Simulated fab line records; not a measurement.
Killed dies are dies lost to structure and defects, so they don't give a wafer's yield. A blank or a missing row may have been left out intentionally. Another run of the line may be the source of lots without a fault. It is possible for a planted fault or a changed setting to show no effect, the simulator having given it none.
Struck lot and sound lot, side by side ; flow nand harc ; 19 out of 1302 route steps
Sound: these wafers, L578.1, L578.2, L578.6. Struck: wafer L594.1 (L594.5, L594.6, from the same lot, were not struck and are left out); the cause is given at the end.
Order at every step that has rows: each side's tool, ch and its chambers, its first start. Under that, the readings that differ: sound wafers ; struck wafers ; difference of the means ; sigmas: that difference in standard deviations of wafers without a fault.
alike: a reading whose means differ by less than 2 such deviations, as well as words and numbers matching on both sides. not compared: withheld readings; readings where some wafer has no value; bounds like >300 that might hide an equal value; numbers whose values overlap and for which the record gives no deviation.
A row with sigmas, a row that says differs or no value, or rows on one side alone: a step with any of these is where the two part. Numbers that have no deviation but don't overlap get no sigmas and don't part them. A reading missing from all wafers of one side parts the sides only when that side holds two or more wafers.

NHARC_A_CHANNEL_HOLE_D1_ETCH_21: etches the open film in C4F8/O2/Ar, time 514.3 s, target depth 1600 nm.
  sound on har etch-01 ch 0,1, day 9 19:27; struck on har etch-01 ch 0, day 16 10:17
  alike: drypump motor current A, showerhead plenum p Torr, throttle valve pct
  not compared: rf hours counter h
NHARC_A_CHANNEL_HOLE_D1_ETCH_22: etches the open film in C4F8/O2/Ar, time 666.7 s, target depth 1600 nm.
  sound on har etch-01 ch 0,1, day 9 19:53; struck on har etch-01 ch 0, day 16 10:45
  alike: drypump motor current A, showerhead plenum p Torr, throttle valve pct
  not compared: rf hours counter h
NHARC_A_CHANNEL_HOLE_D1_ETCH_23: etches the open film in C4F8/O2/Ar, time 819 s, target depth 1600 nm.
  sound on har etch-01 ch 0,1, day 9 20:28; struck on har etch-01 ch 0, day 16 11:20
  alike: drypump motor current A, showerhead plenum p Torr, throttle valve pct
  not compared: rf hours counter h
then, 1 step without rows for these wafers: NHARC_A_CHANNEL_HOLE_D1_ETCH_24 (etches the open film in C4F8/O2/Ar, time 906.2 s, target depth 1500 nm).
NHARC_A_CHANNEL_HOLE_D1_ETCH_25: etches the open film in C4F8/O2/Ar, time 1040.2 s, target depth 1500 nm.
  sound on har etch-01 ch 0,1, day 9 21:55; struck on har etch-01 ch 0, day 16 12:48
  alike: drypump motor current A, showerhead plenum p Torr, throttle valve pct
  not compared: rf hours counter h
then, 5 steps without rows for these wafers: NHARC_A_CHANNEL_HOLE_D1_ETCH_26 (etches the open film in C4F8/O2/Ar, time 224.1 s, target depth 300 nm); NHARC_A_CHANNEL_HOLE_D1_ETCH_33 (etches the open film in C4F8/O2/Ar, time 90 s, target depth 400 nm); NHARC_A_CHANNEL_HOLE_D1_STRIP_41 (strips in N2/H2); NHARC_A_CHANNEL_HOLE_D1_STRIP_42 (strips in CF4/CHF3); NHARC_A_CHANNEL_HOLE_D1_STRIP_43 (strips in O2/COS).
NHARC_A_CHANNEL_HOLE_D1_ETCH_44: etches the open film in CF4/O2, target depth 140 nm, overetch 14 nm, time 77 s.
  sound on rie diel-03 ch 0,1, day 9 23:45; struck on rie diel-03 ch 1, day 16 14:29
reading;sound;struck;difference;sigmas
rf vpp V (V);197.9 200.8 200.1;196.3;-3.3;-3
  alike: drypump motor current A, oes product au, showerhead plenum p Torr, throttle valve pct
  not compared: rf hours counter h
then, 1 step without rows for these wafers: NHARC_A_CHANNEL_HOLE_D1_STRIP_27 (strips in O2).
NHARC_A_CHANNEL_HOLE_D1_PRECLEAN_28: cleans in SC1.
  sound on wet bench-09 ch 1,2,6, day 10 00:24; struck on wet bench-09 ch 2,6,7, day 16 15:08
following that, these wafers have no rows for 1 step: NHARC_A_CHANNEL_HOLE_D1_SRD_29.
NHARC_A_CHANNEL_HOLE_D1_CD_MEAS_30:
  sound on cd sem-03, day 10 00:32; struck on cd sem-02, day 16 15:16
  alike: cd nm
following that, these wafers have no rows for 1 step: NHARC_A_CHANNEL_HOLE_D1_XSEM_31.
NHARC_A_CHANNEL_HOLE_D1_INSPECT_40:
  sound on defect inspect-01, day 10 00:44; struck on defect inspect-02, day 16 15:28
reading;sound;struck;difference;sigmas
raw defect count;57 58 56;312;+255;+9
then, 1 step without rows for these wafers: NHARC_A_CHANNEL_FILL_D1_PRECLEAN_00 (cleans in SC1).
-- the record jumps here: 15 days lie between the struck wafers' starts before and after (it left off in module A_CHANNEL_FILL_D1 and takes up again in module END, whose first step shown is number 1302 of the route) --
NHARC_END_SORT_01:
  sound on prober-01 ch 0, day 25 09:07; struck on prober-02 ch 0, day 32 00:25
reading;sound;struck;difference;sigmas
killed at array;48 56;128;+76;+4
killed at periphery;1 3;9;+7;+3
killed dies;49 59;138;+84;+5
  alike: killed at other, killed open, killed short

WHERE THEY PART
Earliest at NHARC_A_CHANNEL_HOLE_D1_ETCH_44; latest, in this record, at NHARC_END_SORT_01.

WHY: the cause the simulator had injected
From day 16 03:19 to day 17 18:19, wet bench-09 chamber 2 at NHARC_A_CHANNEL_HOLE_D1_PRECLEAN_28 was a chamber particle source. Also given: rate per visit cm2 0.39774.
